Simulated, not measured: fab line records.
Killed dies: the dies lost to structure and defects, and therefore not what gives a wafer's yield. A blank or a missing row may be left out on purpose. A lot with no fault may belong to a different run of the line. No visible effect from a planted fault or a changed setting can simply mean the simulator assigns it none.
fab line records | flow n5_finfet
record: lots: 7 wafers: 21
route steps=1938 shown WELL_APT@39 PMOS_HMC_CHANNEL_EPI@57 FIN_SAQP@146 FIN_CUT@155 STI_FIN_REVEAL@190 BEOL_M4@1111
start_h: hours from the record's first day to the start of the lot's first wafer shown | wait_h: how many hours have passed since the lot's step before this one | " the same as in the row above | L1.1+2: one row covering several wafers at once | - no value present, or no start provided | * or withheld: withheld | < > ~ a bound
route shown NAME@n: a module of which the file shows steps, and the number in the route of the first | usual: mean and standard deviation over wafers with no fault | same: alike in all rows | chamber/n: place in a boat | sites: readings site by site | _std_site: standard deviation of those values | _edge_site: inner sites' mean taken away from outer sites' mean | radius_mm: how far each site lies from the wafer's centre | mask NAME#n: copy n | behind: the most recent tool/chamber to have shaped the wafer | hold: cause of the lot's hold/its duration in hours/its outcome | device: transistor that didn't switch, given as n, p or np | end of line: tests of these same wafers at the route's end | step lacking rows: just its recipe | killed: count of dies lost to structure and defects at first sort (not the wafer's yield) | map: dies across one wafer; x = killed, . = not, _ = none there
set.NAME: the setting the step ran with; set.NAME@STEP: the setting that earlier step ran with | model.NAME: the simulator's own value behind a step, which no gauge read
lots where settings were altered on purpose, with a table for each step and a row for each wafer
== steps ==
step: N5_WELL_APT_EXPOSE_22
recipe: mask_id: PWELL na: 0.8 source_shape: conventional sigma_outer: 0.8 polarization: unpolarized defocus_nm: 0 target_cd_nm: 200 dose_mj: 23.2
columns lot.wafer tool chamber start_h wait_h mask set.dose_mj
L077.2 krf_scanner-01 0 32.56 - PWELL#0 24.92
L077.4+6 " 0 " " PWELL#0 23.2
L079.1 krf_scanner-02 0 44.68 - PWELL#0 24.45
L079.3+6 " 0 " " PWELL#0 23.2
L081.4 krf_scanner-01 0 56.68 - PWELL#0 24.51
L081.5+6 " 0 " " PWELL#0 23.2
L083.2+3+6 krf_scanner-02 0 68.88 - PWELL#0 23.2
L086.1+4 krf_scanner-02 0 87.01 - PWELL#0 24.39
L086.6 " 0 " " PWELL#0 23.2
L088.1+6 krf_scanner-02 0 98.51 - PWELL#0 23.2
L088.3 " 0 " " PWELL#0 21.76
L092.2 krf_scanner-01 0 122.70 - PWELL#0 21.9
L092.4+5 " 0 " " PWELL#0 23.2
step: N5_WELL_APT_PEB_23
recipe: peb_temp_c: 130 peb_time_s: 90
columns lot.wafer tool chamber start_h wait_h set.peb_temp_c
L077.2+4 litho_track-02 0 32.62 0.0 133.4
L077.6 " 0 " " 130
L079.1+3+6 litho_track-02 0 44.74 0.1 130
L081.4 litho_track-03 0 56.72 0.0 130
L081.5+6 " 0 " " 128.3
L083.2+3+6 litho_track-03 0 68.93 0.0 130
L086.1+4 litho_track-03 0 87.07 0.1 130
L086.6 " 0 " " 128.4
L088.1+3 litho_track-03 0 98.57 0.1 130
L088.6 " 0 " " 128.7
L092.2 litho_track-04 0 122.75 0.0 130
L092.4+5 " 0 " " 128.9
step: N5_WELL_APT_DEVELOP_24
recipe: develop_time_s: 45 rinse_liquid: surfactant_rinse dry: air_spin dev_temp_c: 21
step: N5_WELL_APT_HARDBAKE_29
recipe: temp_c: 130 time_s: 120
step: N5_WELL_APT_CD_MEAS_25
recipe: target_cd_nm: 200 landing_energy_ev: 500 detector: se_inlens
usual: cd_nm: 199.7/1.4
columns lot.wafer tool chamber start_h wait_h set.dose_mj@WELL_APT_EXPOSE_22 set.peb_temp_c@WELL_APT_PEB_23 cd_nm
L077.2 cd_sem-02 0 32.73 - 24.92 133.4 230.8
L077.4 " 0 " " 23.2 133.4 216.5
L077.6 " 0 " " 23.2 130 200.0
L079.1 cd_sem-01 0 44.85 - 24.45 130 209.7
L079.3 " 0 " " 23.2 130 200.8
L079.6 " 0 " " 23.2 130 199.4
L081.4 cd_sem-01 0 56.84 - 24.51 130 210.6
L081.5 " 0 " " 23.2 128.3 187.6
L081.6 " 0 " " 23.2 128.3 187.7
L083.2 cd_sem-03 0 69.04 - 23.2 130 198.8
L083.3 " 0 " " 23.2 130 200.1
L083.6 " 0 " " 23.2 130 198.2
L086.1 cd_sem-02 0 87.18 - 24.39 130 208.3
L086.4 " 0 " " 24.39 130 210.3
L086.6 " 0 " " 23.2 128.4 190.0
L088.1 cd_sem-01 0 98.68 - 23.2 130 201.7
L088.3 " 0 " " 21.76 130 190.7
L088.6 " 0 " " 23.2 128.7 194.1
L092.2 cd_sem-02 0 122.86 - 21.9 130 188.2
L092.4 " 0 " " 23.2 128.9 193.8
L092.5 " 0 " " 23.2 128.9 195.1
step: N5_WELL_APT_DESCUM_30
recipe: chemistry: O2 time_s: 7.9 source_power_w: 50 bias_power_w: 20 pressure_mtorr: 20 rf_frequency_hz: 2.712e+07 temp_c: 40 o2_flow_sccm: 225
columns lot.wafer tool chamber start_h wait_h set.time_s set.dose_mj@WELL_APT_EXPOSE_22 set.peb_temp_c@WELL_APT_PEB_23 model.WELL_APT.cd_nm
L077.2 rie_diel-05 1 32.82 0.0 7.9 24.92 133.4 230.4
L077.4 " 2 " " 7.9 23.2 133.4 216.1
L077.6 " 2 " " 7.9 23.2 130 200.1
L079.1 rie_diel-05 3 45.08 0.2 9.534 24.45 130 210.1
L079.3 " 0 " " 7.9 23.2 130 200.3
L079.6 " 2 " " 7.9 23.2 130 199.2
L081.4 rie_diel-05 0 57.50 0.6 7.9 24.51 130 210.5
L081.5 " 2 " " 7.9 23.2 128.3 187.9
L081.6 " 3 " " 8.492 23.2 128.3 188.1
L083.2 rie_diel-05 3 69.16 0.1 7.9 23.2 130 199.1
L083.3 " 2 " " 7.9 23.2 130 200.3
L083.6 " 3 " " 7.9 23.2 130 198.3
L086.1 rie_diel-06 0 87.50 0.3 7.9 24.39 130 208.3
L086.4 " 1 " " 7.9 24.39 130 210.1
L086.6 " 1 " " 7.9 23.2 128.4 190.4
L088.1 rie_diel-02 2 98.96 0.2 8.604 23.2 130 201.8
L088.3 " 1 " " 7.9 21.76 130 190.8
L088.6 " 1 " " 7.9 23.2 128.7 194.1
L092.2 rie_diel-06 1 122.95 0.0 7.9 21.9 130 188.6
L092.4 " 3 " " 7.9 23.2 128.9 193.7
L092.5 " 3 " " 7.9 23.2 128.9 195
step: N5_PMOS_HMC_CHANNEL_EPI_HM_DEP_34
recipe: material: SiO2 target_thk_a: 360 temp_c: 400 precursor: TEOS/O2 pressure_torr: 6.5 rf_w: 900 teos_flow_sccm: 161.4 gas: O2 flow_sccm: 2650 time_s: 6.9
columns lot.wafer tool chamber start_h wait_h set.time_s model.SiO2_of_PMOS_HMC_CHANNEL_EPI_HM_DEP_34.thk_nm
L077.2 pecvd-03 1 34.54 0.0 6.9 35.67
L077.4 " 2 " " 6.9 36.27
L077.6 " 0 " " 6.9 36.17
L079.1 pecvd-01 1 46.87 0.0 6.9 36.3
L079.3 " 0 " " 6.9 36.07
L079.6 " 2 " " 5.951 31.34
L081.4 pecvd-01 2 59.27 0.0 6.209 32.17
L081.5 " 0 " " 6.209 32.64
L081.6 " 1 " " 6.209 32.7
L083.2 pecvd-04 0 70.92 0.0 6.9 36.71
L083.3 " 1 " " 6.9 36.24
L083.6 " 2 " " 6.9 37.23
L086.1+6 pecvd-01 0,1 89.19 0.0 6.9 36.15
L086.4 " 2 " " 6.9 36.08
L088.1 pecvd-04 0 100.63 0.0 6.336 32.83
L088.3 " 1 " " 6.336 32.6
L088.6 " 2 " " 6.9 36.12
L092.2 pecvd-04 2 124.64 0.0 6.9 35.52
L092.4 " 2 " " 6.9 35.86
L092.5 " 2 " " 6.9 36.82
step: N5_FIN_SAQP_ETCH_64
recipe: chemistry: CF4 target: SiO2 target_depth_a: 15 ion_energy_ev: 350 pressure_mtorr: 10 icp_w: 800 bias_w: 400 cf4_flow_sccm: 80
columns lot.wafer tool chamber start_h wait_h set.bias_w model.etch.depth_nm
L077.2 rie_si-01 3 44.34 0.0 400 1.455
L077.4 " 2 " " 400 1.493
L077.6 " 1 " " 400 1.501
L079.1 rie_si-05 1 56.11 0.0 331.6 1.398
L079.3 " 0 " " 400 1.505
L079.6 " 3 " " 331.6 1.393
L081.4 rie_si-05 1 67.74 0.0 400 1.489
L081.5 " 0 " " 456.3 1.57
L081.6 " 1 " " 456.3 1.547
L083.2 rie_si-02 0 80.20 0.0 400 1.51
L083.3 " 1 " " 400 1.479
L083.6 " 3 " " 400 1.488
L086.1 rie_si-02 2 99.79 0.0 355 1.431
L086.4 " 2 " " 400 1.472
L086.6 " 0 " " 400 1.495
L088.1 rie_si-05 3 114.70 0.0 400 1.498
L088.3 " 0 " " 400 1.517
L088.6 " 1 " " 400 1.485
L092.2 rie_si-01 1 134.04 0.1 400 1.527
L092.4 " 0 " " 400 1.491
L092.5 " 2 " " 400 1.51
step: N5_FIN_CUT_COAT_19
recipe: resist: SiARC temp_c: 220 time_s: 60 spin_rpm: 1500 resist_thk_nm: 20
columns lot.wafer tool chamber start_h wait_h set.spin_rpm model.SiARC_of_FIN_CUT_COAT_19.thk_nm
L077.2+6 litho_track-04 0 - - 1500 20
L077.4 " 0 " " 1619 19.2
L079.1 litho_track-05 0 - - 1500 20.2
L079.3 " 0 " " 1500 20
L079.6 " 0 " " 1614 19.4
L081.4 litho_track-05 0 - - 1424 20.6
L081.5 " 0 " " 1424 20.4
L081.6 " 0 " " 1500 20
L083.2+3+6 litho_track-02 0 - - 1500 20
L086.1+6 litho_track-05 0 - - 1500 20
L086.4 " 0 " " 1343 21.2
L088.1 litho_track-05 0 - - 1500 20
L088.3 " 0 " " 1376 21
L088.6 " 0 " " 1376 20.8
L092.2+5 litho_track-02 0 - - 1651 19.2
L092.4 " 0 " " 1500 20
step: N5_FIN_CUT_COAT_29
recipe: resist: underlayer temp_c: 205 time_s: 60 spin_rpm: 1500 resist_thk_nm: 10
step: N5_FIN_CUT_COAT_02
recipe: resist: CAR-EUV spin_rpm: 1500 resist_thk_nm: 30
step: N5_FIN_CUT_DESCUM_13
recipe: chemistry: O2 time_s: 7 source_power_w: 50 bias_power_w: 20 pressure_mtorr: 20 rf_frequency_hz: 2.712e+07 temp_c: 40 resist: CAR-EUV o2_flow_sccm: 225
step: N5_FIN_CUT_ETCH_30
recipe: chemistry: N2/H2 target: underlayer target_depth_a: 130 mask_material: CAR-EUV time_s: 10.4 ion_energy_ev: 200 pressure_mtorr: 30 source_w: 840 bias_w: 150 n2_flow_sccm: 200 h2_flow_sccm: 200 ends: cleared
step: N5_FIN_CUT_ETCH_20
recipe: chemistry: CF4 target: SiARC target_depth_a: 260 mask_material: CAR-EUV time_s: 43.3 ion_energy_ev: 80 pressure_mtorr: 40 source_w: 545 bias_w: 36 Ar_flow_sccm: 100 cf4_flow_sccm: 100 ends: cleared
usual: etch_rf_on_time_s: 43.2/0.76
columns lot.wafer tool chamber start_h wait_h set.spin_rpm@FIN_CUT_COAT_19 etch_rf_on_time_s model.etch.depth_nm
L077.2 rie_diel-04 2 45.25 0.0 1500 43.1 20.06
L077.4 " 3 " " 1619 41.6 19.27
L077.6 " 3 " " 1500 43.1 19.99
L079.1 rie_diel-04 3 56.86 0.0 1500 43.8 20.11
L079.3 " 1 " " 1500 44.2 20.01
L079.6 " 0 " " 1614 42.2 19.32
L081.4 rie_diel-04 2 68.73 0.0 1424 44.6 20.59
L081.5 " 0 " " 1424 45.3 20.5
L081.6 " 1 " " 1500 43.9 20.07
L083.2 rie_diel-01 3 81.11 0.0 1500 43.5 20.01
L083.3 " 1 " " 1500 43.7 20
L083.6 " 2 " " 1500 42.7 20.06
L086.1 rie_diel-04 3 100.56 0.0 1500 43.4 20.07
L086.4 " 2 " " 1343 45.9 21.25
L086.6 " 2 " " 1500 43.4 20.04
L088.1 rie_diel-03 0 115.79 0.0 1500 44.5 20.08
L088.3 " 2 " " 1376 45.5 20.98
L088.6 " 2 " " 1376 45.3 20.89
L092.2 rie_diel-03 0 134.92 0.0 1651 42.2 19.12
L092.4 " 2 " " 1500 43.3 20.07
L092.5 " 0 " " 1651 41.9 19.13
step: N5_FIN_CUT_ETCH_21
recipe: chemistry: N2/H2 target: SOC target_depth_a: 2190 overetch_a: 438 mask_material: SiARC temp_c: 40 ion_energy_ev: 100 bias_w: 61 time_s: 523.5 pressure_mtorr: 30 source_w: 850 n2_flow_sccm: 200 h2_flow_sccm: 200
columns lot.wafer tool chamber start_h wait_h set.spin_rpm@FIN_CUT_COAT_19 model.SiARC_of_FIN_CUT_COAT_19.thk_nm
L077.2 rie_diel-04 2 45.28 0.0 1500 12
L077.4 " 3 " " 1619 11
L077.6 " 3 " " 1500 11.8
L079.1+3 rie_diel-04 3,1 56.90 0.0 1500 12
L079.6 " 0 " " 1614 11.2
L081.4+5 rie_diel-04 2,0 68.76 0.0 1424 12.4
L081.6 " 1 " " 1500 12.2
L083.2+6 rie_diel-01 3,2 81.14 0.0 1500 11.8
L083.3 " 1 " " 1500 12
L086.1 rie_diel-04 3 100.60 0.0 1500 12
L086.4 " 2 " " 1343 13.2
L086.6 " 2 " " 1500 11.8
L088.1 rie_diel-03 0 115.82 0.0 1500 12
L088.3 " 2 " " 1376 12.8
L088.6 " 2 " " 1376 12.6
L092.2+5 rie_diel-03 0 134.96 0.0 1651 11.2
L092.4 " 2 " " 1500 12
step: N5_STI_FIN_REVEAL_ETCHBACK_08
recipe: chemistry: C4F6/O2 target: SiO2 target_depth_a: 305 time_s: 10.167 ion_energy_ev: 250 pressure_mtorr: 30 source_w: 345 bias_w: 185 Ar_flow_sccm: 300 C4F6_flow_sccm: 10 O2_flow_sccm: 10
columns lot.wafer tool chamber start_h wait_h set.time_s
L077.2+4 rie_diel-05 3,2 51.97 0.2 10.167
L077.6 " 2 " " 8.58
L079.1 rie_diel-06 2 63.44 0.2 10.167
L079.3+6 " 0 " " 11.27
L081.4+5 rie_diel-02 0,3 75.33 0.1 8.646
L081.6 " 0 " " 10.167
L083.2+3+6 rie_diel-02 2,0,1 87.74 0.2 10.167
L086.1+6 rie_diel-05 2,0 107.51 0.2 10.167
L086.4 " 0 " " 8.982
L088.1+3 rie_diel-02 2,0 122.56 0.2 11.53
L088.6 " 0 " " 10.167
L092.2+5 rie_diel-05 2,1 141.69 0.2 10.85
L092.4 " 2 " " 10.167
step: N5_STI_FIN_REVEAL_PRECLEAN_17
recipe: chemistry: NF3:NH3 afs_cycles: 1 temp_c: 30 time_s: 20 sublimation_temp_c: 180 sublimation_time_s: 60 pressure_torr: 3 rf_power_w: 30
columns lot.wafer tool chamber start_h wait_h set.time_s
L077.2+6 remote_plasma-02 0 54.14 0.1 20
L077.4 " 0 " " 16.46
L079.1+3+6 remote_plasma-02 1 65.58 0.0 20
L081.4+5+6 remote_plasma-01 1 77.84 0.1 20
L083.2+3+6 remote_plasma-01 0 89.91 0.1 20
L086.1+4 remote_plasma-01 0 109.67 0.0 20
L086.6 " 0 " " 24.43
L088.1+3+6 remote_plasma-01 0 124.70 0.0 20
L092.2+4 remote_plasma-01 0 143.92 0.1 22.39
L092.5 " 0 " " 20
step: N5_STI_FIN_REVEAL_ETCH_34
recipe: chemistry: H2 mode: isotropic material: Si target: Si target_depth_a: 9.7 temp_c: 20 pressure_mtorr: 4.5 icp_w: 300 bias_w: 0 h2_flow_sccm: 7.5 he_flow_sccm: 142.5
step: N5_STI_FIN_REVEAL_OXIDATION_31
recipe: chemistry: O2_PLASMA_REMOTE temp_c: 150 time_s: 20 pressure_mtorr: 1000 source_power_w: 2000 o2_flow_sccm: 3000
step: N5_STI_FIN_REVEAL_SRD_23
recipe: dry: ipa_marangoni time_s: 30 temp_c: 23 rinse_liquid: diw
step: N5_STI_FIN_REVEAL_FIN_H_MEAS_10
usual: trench_depth_nm: 51.7/0.66
columns lot.wafer tool chamber start_h wait_h set.time_s@STI_FIN_REVEAL_ETCHBACK_08 trench_depth_nm
L077.2 ocd-01 - 54.95 0.0 10.167 51.8
L077.4 " - " " 10.167 50.9
L077.6 " - " " 8.58 46.5
L079.1 ocd-02 - 66.45 0.0 10.167 51.0
L079.3 " - " " 11.27 54.7
L079.6 " - " " 11.27 54.4
L081.4 ocd-01 - 78.57 0.0 8.646 46.6
L081.5 " - " " 8.646 46.8
L081.6 " - " " 10.167 51.3
L083.2 ocd-01 - 90.69 0.0 10.167 52.2
L083.3 " - " " 10.167 51.5
L083.6 " - " " 10.167 51.7
L086.1 ocd-02 - 110.49 0.0 10.167 52.0
L086.4 " - " " 8.982 48.6
L086.6 " - " " 10.167 53.5
L088.1 ocd-01 - 125.57 0.0 11.53 56.3
L088.3 " - " " 11.53 54.8
L088.6 " - " " 10.167 51.6
L092.2 ocd-02 - 144.74 0.0 10.85 52.5
L092.4 " - " " 10.167 51.6
L092.5 " - " " 10.85 52.3
step: N5_BEOL_M4_RC_MEAS_101
usual: ION_P: 464/7.6
columns lot.wafer tool chamber start_h wait_h set.time_s@STI_FIN_REVEAL_ETCHBACK_08 ION_P[uA/um]
L077.2 prober-02 0 177.05 0.2 10.167 473
L077.4 " 0 " " 10.167 467
L077.6 " 0 " " 8.58 437
L079.1 prober-02 0 195.21 0.0 10.167 447
L079.3 " 0 " " 11.27 479
L079.6 " 0 " " 11.27 482
L081.4 prober-01 0 202.83 0.5 8.646 420
L081.5 " 0 " " 8.646 423
L081.6 " 0 " " 10.167 453
L083.2 prober-02 0 209.99 0.2 10.167 470
L083.3 " 0 " " 10.167 465
L083.6 " 0 " " 10.167 475
L086.1 prober-02 0 240.54 0.0 10.167 459
L086.4 " 0 " " 8.982 440
L086.6 " 0 " " 10.167 471
L088.1 prober-02 0 242.40 0.0 11.53 507
L088.3 " 0 " " 11.53 493
L088.6 " 0 " " 10.167 457
L092.2 prober-02 0 281.64 0.2 10.85 480
L092.4 " 0 " " 10.167 458
L092.5 " 0 " " 10.85 470
== key ==
split: step: N5_WELL_APT_EXPOSE_22 setting: dose_mj stated: 23.2 by: wafer
response: step: N5_WELL_APT_CD_MEAS_25 reading: cd_nm slope: +1.98 per: 1% together_with: peb_temp_c@WELL_APT_PEB_23 explained: 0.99
response: step: N5_WELL_APT_DESCUM_30 reading: model.WELL_APT.cd_nm slope: +1.95 per: 1% together_with: peb_temp_c@WELL_APT_PEB_23 explained: 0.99
split: step: N5_WELL_APT_PEB_23 setting: peb_temp_c stated: 130 by: wafer
response: step: N5_WELL_APT_CD_MEAS_25 reading: cd_nm slope: +6.94 per: 1% together_with: dose_mj@WELL_APT_EXPOSE_22 explained: 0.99
response: step: N5_WELL_APT_DESCUM_30 reading: model.WELL_APT.cd_nm slope: +6.81 per: 1% together_with: dose_mj@WELL_APT_EXPOSE_22 explained: 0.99
split: step: N5_WELL_APT_DESCUM_30 setting: time_s stated: 7.9 by: wafer
response none clear
split: step: N5_PMOS_HMC_CHANNEL_EPI_HM_DEP_34 setting: time_s stated: 6.9 by: wafer
response: step: N5_PMOS_HMC_CHANNEL_EPI_HM_DEP_34 reading: model.SiO2_of_PMOS_HMC_CHANNEL_EPI_HM_DEP_34.thk_nm change: +0.369 per: 1% r: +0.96
split: step: N5_FIN_SAQP_ETCH_64 setting: bias_w stated: 400 by: wafer
response: step: N5_FIN_SAQP_ETCH_64 reading: model.etch.depth_nm change: +0.00555 per: 1% r: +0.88
split: step: N5_FIN_CUT_COAT_19 setting: spin_rpm stated: 1500 by: wafer
response: step: N5_FIN_CUT_COAT_19 reading: model.SiARC_of_FIN_CUT_COAT_19.thk_nm change: -0.0993 per: 1% r: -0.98
response: step: N5_FIN_CUT_ETCH_20 reading: etch_rf_on_time_s change: * per: 1% r: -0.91
response: step: N5_FIN_CUT_ETCH_20 reading: model.etch.depth_nm change: -0.102 per: 1% r: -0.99
response: step: N5_FIN_CUT_ETCH_21 reading: model.SiARC_of_FIN_CUT_COAT_19.thk_nm change: -0.0979 per: 1% r: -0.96
split: step: N5_STI_FIN_REVEAL_ETCHBACK_08 setting: time_s stated: 10.167 by: wafer
response: step: N5_STI_FIN_REVEAL_FIN_H_MEAS_10 reading: trench_depth_nm change: +0.308 per: 1% r: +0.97
response: step: N5_BEOL_M4_RC_MEAS_101 reading: ION_P slope: +2.45 per: 1% together_with: none explained: 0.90
split: step: N5_STI_FIN_REVEAL_PRECLEAN_17 setting: time_s stated: 20 by: wafer
response none clear
